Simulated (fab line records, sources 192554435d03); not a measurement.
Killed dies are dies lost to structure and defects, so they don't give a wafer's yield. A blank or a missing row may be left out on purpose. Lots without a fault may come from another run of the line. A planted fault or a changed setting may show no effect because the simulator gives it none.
fab line records | flow n5_finfet
record lots=11 wafers=32 last_day=19
route steps=1938 shown BEOL_M8@1376 BEOL_M9@1401
lots that met no fault: from a run of the same line without faults
start_h: hours from the record's first day to the start of the lot's first wafer shown | wait_h: hours since the lot's step before | " the same as in the row above | L1.1+2: a row that stands for several wafers | - no value, or no start given | * or withheld: withheld | < > ~ a bound
route shown NAME@n: a module of which the file shows steps, and the number in the route of the first | usual: mean/standard deviation of fault-free wafers | same: alike in all rows | chamber/n: place in a boat | sites: the reading at each site | _std_site: their standard deviation | _edge_site: outer sites' mean less inner sites' | radius_mm: how far each site lies from the wafer's centre | mask NAME#n: copy n | behind: the tool/chamber that last shaped the wafer | hold: why the lot was held/for how many hours/how that ended | device: the transistor (n, p or np) that didn't switch | end of line: the same wafers' tests at the end of the route | a step without rows: its recipe alone | killed: dies lost to structure and defects at the first sort, not the wafer's yield | map: a wafer's dies, x killed, . not, _ none there
set.NAME: the setting as run; set.NAME@STEP: as run at that earlier step | model.NAME: the simulator's own value behind a step, which no gauge read
steps of the route over a sample of lots; a table a step, a row a wafer
services: from which hour (start_h, from the record's first day; less than 0 if before it) a tool's chamber was out of use, for how many hours, and why
## steps
# step N5_BEOL_M8_STRIP_36
# recipe chemistry=N2/H2 power_w=450 temp_c=40 pressure_mtorr=20 rf_frequency_hz=6e+07 overash_fraction=0.3 bias_power_w=7 h2_frac=0.5 n2_flow_sccm=200 h2_flow_sccm=200
# usual drypump_motor_current_A=5.5/0.4 oes_product_au=0.83/0.067 rf_vpp_V=59.3/1.6 showerhead_plenum_p_Torr=2.55/0.1 throttle_valve_pct=23.57/0.29
# columns lot.wafer tool chamber start_h wait_h drypump_motor_current_A oes_product_au rf_hours_counter_h rf_vpp_V showerhead_plenum_p_Torr throttle_valve_pct
L967.1 rie_diel-01 0 226.38 0.0 5.5 0.87 32 59.4 2.47 23.61
L967.2 " 1 " " 5.2 0.91 19 59.3 2.61 23.44
L967.6 " 0 " " 5.5 0.89 - 58.5 2.47 23.60
L970.3 rie_diel-04 0 246.23 0.0 5.1 0.93 8 57.9 2.47 23.25
L970.5 " 0 " " 5.1 0.92 - 59.6 2.47 23.22
L971.1 rie_diel-04 3 258.67 0.0 5.9 0.88 33 59.4 2.70 23.85
L971.4 " 0 " " 5.1 0.90 12 60.3 2.47 23.25
L971.6 " 2 " " 5.5 0.79 - 61.5 2.54 23.16
L973.1 rie_diel-04 3 275.61 0.0 5.9 0.88 39 59.4 2.70 23.85
L973.3 " 1 " " 6.5 0.83 81 60.7 2.46 24.13
L973.6 " 3 " " 5.9 0.88 - 60.5 2.70 23.84
L974.2 rie_diel-03 0 278.10 0.0 5.4 0.73 161 56.5 2.44 23.53
L974.4 " 3 " " 5.6 0.76 119 58.5 2.66 23.40
L974.5 " 1 " " 5.3 0.84 - 60.5 2.67 23.26
L975.1 rie_diel-01 2 288.06 0.0 6.0 0.94 20 59.8 2.70 23.82
L975.4 " 2 " " 6.0 0.92 - 63.6 2.70 23.82
L975.5 " 0 " " 5.5 0.85 - 58.6 2.46 23.64
L976.1 rie_diel-01 0 288.46 0.0 5.5 0.84 53 59.2 2.46 23.63
L976.5 " 0 " " 5.5 0.86 - 59.9 2.46 23.64
L976.6 " 2 " " 6.0 0.93 - 59.9 2.70 23.83
L977.1 rie_diel-01 2 318.05 0.0 6.0 0.91 30 59.7 2.69 23.82
L977.4 " 1 " " 5.2 0.86 49 61.5 2.59 23.49
L977.5 " 1 " " 5.2 0.85 - 59.7 2.59 23.50
L985.2 rie_diel-03 0 332.01 0.0 5.3 0.71 181 59.2 2.43 23.55
L985.3 " 3 " " 5.5 0.74 136 57.2 2.65 23.46
L985.5 " 2 " " 5.6 0.71 - 59.9 2.43 23.85
L988.1 rie_diel-01 1 374.63 0.0 5.2 0.82 69 60.8 2.58 23.51
L988.5 " 1 " " 5.2 0.82 - 60.3 2.58 23.56
L988.6 " 2 " " 5.9 0.87 - 61.1 2.68 23.88
L989.1 rie_diel-03 2 395.64 0.0 5.6 0.70 193 59.6 2.42 23.84
L989.3 " 3 " " 5.5 0.74 157 59.2 2.65 23.48
L989.5 " 2 " " 5.6 0.70 - 59.1 2.42 23.85
# step N5_BEOL_M8_ETCH_41
# recipe chemistry=CH3F/O2 target=SiCN target_depth_a=319 taper_deg=2 time_s=57.8 ion_energy_ev=120 mask_material=TiN pressure_mtorr=30 source_w=395 bias_w=75 Ar_flow_sccm=150 CH3F_flow_sccm=30 O2_flow_sccm=20
# usual drypump_motor_current_A=5.5/0.4 oes_product_au=0.82/0.066 rf_vpp_V=297.6/2 showerhead_plenum_p_Torr=2.02/0.078 throttle_valve_pct=16.27/0.16
# columns lot.wafer tool chamber start_h wait_h drypump_motor_current_A oes_product_au rf_hours_counter_h rf_vpp_V showerhead_plenum_p_Torr throttle_valve_pct
L967.1 rie_diel-01 0 - - 5.5 0.88 32 298.4 1.97 16.23
L967.2 " 1 " " 5.2 0.89 20 298.8 2.04 16.07
L967.6 " 0 " " 5.5 0.87 - 296.3 1.97 16.24
L970.3 rie_diel-04 0 - - 5.1 0.93 8 297.2 1.97 16.27
L970.5 " 0 " " 5.1 0.92 - 296.5 1.97 16.26
L971.1 rie_diel-04 3 - - 5.9 0.88 33 300.2 2.12 16.29
L971.4 " 0 " " 5.1 0.91 12 296.1 1.97 16.27
L971.6 " 2 " " 5.4 0.78 - 298.8 2.01 16.07
L973.1 rie_diel-04 3 - - 5.8 0.86 39 300.4 2.12 16.31
L973.3 " 1 " " 6.5 0.82 81 297.0 1.95 16.59
L973.6 " 3 " " 5.8 0.86 - 299.8 2.12 16.29
L974.2 rie_diel-03 0 - - 5.3 0.74 162 295.6 1.92 16.39
L974.4 " 3 " " 5.4 0.76 119 299.8 2.09 16.15
L974.5 " 1 " " 5.3 0.85 - 297.7 2.12 16.00
L975.1 rie_diel-01 2 - - 6.0 0.92 20 301.3 2.13 16.21
L975.4 " 2 " " 6.0 0.93 - 300.2 2.13 16.22
L975.5 " 0 " " 5.5 0.83 - 295.4 1.96 16.27
L976.1 rie_diel-01 0 - - 5.5 0.84 53 294.5 1.96 16.27
L976.5 " 0 " " 5.5 0.84 - 295.4 1.96 16.28
L976.6 " 2 " " 5.9 0.93 - 300.7 2.13 16.21
L977.1 rie_diel-01 2 - - 5.9 0.90 30 300.1 2.13 16.24
L977.4 " 1 " " 5.2 0.84 49 297.1 2.03 16.14
L977.5 " 1 " " 5.2 0.85 - 297.3 2.03 16.14
L985.2 rie_diel-03 0 - - 5.3 0.72 181 294.4 1.91 16.43
L985.3 " 3 " " 5.4 0.73 136 299.4 2.08 16.20
L985.5 " 2 " " 5.5 0.72 - 294.8 1.91 16.51
L988.1 rie_diel-01 1 - - 5.2 0.82 69 296.5 2.03 16.16
L988.5 " 1 " " 5.3 0.82 - 297.8 2.03 16.17
L988.6 " 2 " " 6.0 0.87 - 299.5 2.12 16.27
L989.1 rie_diel-03 2 - - 5.6 0.70 193 295.7 1.91 16.54
L989.3 " 3 " " 5.5 0.72 157 299.3 2.07 16.24
L989.5 " 2 " " 5.5 0.71 - 295.7 1.91 16.55
# step N5_BEOL_M8_SPUTTER_48
# recipe material=Cu target_thk_a=100 temp_c=-20 bias_v=60 power_w=26000 chamber_pressure_pa=0.13 time_s=1.667
# usual chamber_pressure_pa=0.12999/0.00028 throttle_valve_pct=30.5/1.3
# columns lot.wafer tool chamber start_h wait_h chamber_pressure_pa throttle_valve_pct
L967.1 pvd_sputter-03 - 229.28 0.2 0.13005 30.3
L967.2 " - " " 0.13016 29.2
L967.6 " - " " 0.13033 28.9
L970.3 pvd_sputter-01 - 250.05 0.1 0.12995 29.7
L970.5 " - " " 0.13024 31.9
L971.1 pvd_sputter-01 - 260.48 0.1 0.12961 33.1
L971.4 " - " " 0.13007 30.0
L971.6 " - " " 0.13 30.2
L973.1 pvd_sputter-03 - 278.59 0.2 0.12985 30.5
L973.3 " - " " 0.12995 29.1
L973.6 " - " " 0.12932 31.1
L974.2 pvd_sputter-03 - 279.51 0.1 0.1297 29.1
L974.4 " - " " 0.13024 30.4
L974.5 " - " " 0.12984 29.2
L975.1 pvd_sputter-01 - 293.57 3.6 0.12987 33.2
L975.4 " - " " 0.13046 31.7
L975.5 " - " " 0.12969 33.0
L976.1 pvd_sputter-03 - 293.98 0.2 0.11923 31.8
L976.5 " - " " 0.11881 32.2
L976.6 " - " " 0.11855 30.5
L977.1 pvd_sputter-03 - 320.37 0.7 0.1186 31.9
L977.4 " - " " 0.11846 32.3
L977.5 " - " " 0.11885 31.7
L985.2 pvd_sputter-01 - 334.18 0.6 0.12995 29.3
L985.3 " - " " 0.13001 30.7
L985.5 " - " " 0.12993 31.8
L988.1 pvd_sputter-02 - 380.10 0.1 0.13 29.6
L988.5 " - " " 0.12993 29.8
L988.6 " - " " 0.12961 28.4
L989.1 pvd_sputter-01 - 398.71 1.5 0.13 31.8
L989.3 " - " " 0.12957 29.9
L989.5 " - " " 0.13023 31.5
# step N5_BEOL_M9_ILD_DEP_00
# recipe material=SiCOH_lowk target_thk_a=3085.1 temp_c=300 precursor=DEMS/porogen pressure_torr=5 rf_w=500 time_s=58
# usual heater_power_w=309/57 showerhead_plenum_p_Torr=5.738/0.019 throttle_valve_pct=13.8/0.38
# columns lot.wafer tool chamber start_h wait_h heater_power_w showerhead_plenum_p_Torr throttle_valve_pct
L967.1 pecvd-04 2 230.27 0.0 243 5.756 13.2
L967.2 " 1 " " 254 5.742 14.1
L967.6 " 2 " " 251 5.750 13.3
L970.3 pecvd-03 1 251.11 0.0 390 5.741 13.6
L970.5 " 2 " " 304 5.696 13.2
L971.1 pecvd-03 0 261.52 0.0 288 5.731 13.3
L971.4 " 2 " " 357 5.704 13.3
L971.6 " 0 " " 282 5.740 13.5
L973.1 pecvd-02 0 279.58 0.0 317 5.735 13.9
L973.3 " 1 " " 262 5.747 13.5
L973.6 " 0 " " 319 5.740 13.9
L974.2 pecvd-02 1 280.53 0.0 294 5.749 13.6
L974.4 " 2 " " 390 5.752 13.3
L974.5 " 1 " " 299 5.742 13.7
L975.1 pecvd-04 2 294.58 0.0 293 5.752 13.5
L975.4 " 0 " " 238 5.753 14.6
L975.5 " 1 " " 287 5.737 13.8
L976.1 pecvd-03 2 294.97 0.0 319 5.708 13.8
L976.5 " 0 " " 292 5.727 13.7
L976.6 " 2 " " 341 5.705 13.4
L977.1 pecvd-04 1 321.44 0.0 247 5.738 14.2
L977.4 " 2 " " 288 5.770 13.4
L977.5 " 0 " " 186 5.752 14.5
L985.2 pecvd-03 1 335.47 0.1 399 5.742 13.6
L985.3 " 0 " " 292 5.717 13.5
L985.5 " 0 " " 283 5.710 13.6
L988.1 pecvd-04 2 381.16 0.0 252 5.760 13.7
L988.5 " 2 " " 261 5.753 13.3
L988.6 " 0 " " 227 5.784 14.4
L989.1 pecvd-02 0 400.15 0.0 286 5.743 13.8
L989.3 " 2 " " 382 5.731 13.4
L989.5 " 2 " " 399 5.731 13.5
## services
# columns tool chamber start_h hours kind
pecvd-02 - 203.84 3.3 repair
pecvd-02 0 207.51 13.8 repair
rie_diel-01 2 208.41 - clean
rie_diel-01 2 208.41 - consumable_replace:focus_ring
rie_diel-01 2 208.41 - consumable_replace:showerhead
pecvd-03 0 211.56 3.5 repair
pecvd-03 - 222.51 6.0 pm
pvd_sputter-02 - 229.10 4.9 repair
pecvd-04 0 245.24 6.4 repair
rie_diel-01 2 246.55 8.5 repair
pvd_sputter-01 - 264.67 2.1 repair
pecvd-03 1 278.44 12.3 repair
rie_diel-01 1 287.24 4.2 repair
pecvd-02 - 299.94 5.5 pm
pecvd-03 0 300.65 12.7 repair
rie_diel-03 3 307.29 5.7 repair
pecvd-04 1 321.81 5.6 repair
pecvd-02 - 323.14 0.7 repair
rie_diel-04 2 323.48 19.8 repair
rie_diel-03 1 365.16 4.2 repair
rie_diel-01 - 366.85 0.9 repair
rie_diel-03 2 375.72 4.9 repair
rie_diel-04 - 381.01 2.8 pm
pecvd-04 - 398.81 2.8 pm
## key
first_sign step=N5_BEOL_M8_SPUTTER_48 reading=chamber_pressure_pa direction=down sigmas=40 usual=0.12999 struck=0.11875
effect none on later readings
met_at N5_BEOL_M8_SPUTTER_48
struck_lots L976,L977
baseline_loss step=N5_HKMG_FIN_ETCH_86 wafers=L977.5
not_acting_at N5_BEOL_M8_STRIP_36,N5_BEOL_M8_ETCH_41,N5_BEOL_M9_ILD_DEP_00
onset_between 279.51 293.98
fault kind=process_parameter_drift tool=pvd_sputter-03 chamber=- onset_h=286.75 steps=N5_BEOL_M8_SPUTTER_48 channel=chamber_pressure_pa offset=-0.011154 shape=step end_h=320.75 acts_in=these_recipes_only stated=0.13
# baseline_loss: these wafers lose ten dies or more at that step, a loss of the line's own and not of a fault; the sort's usual values leave them out
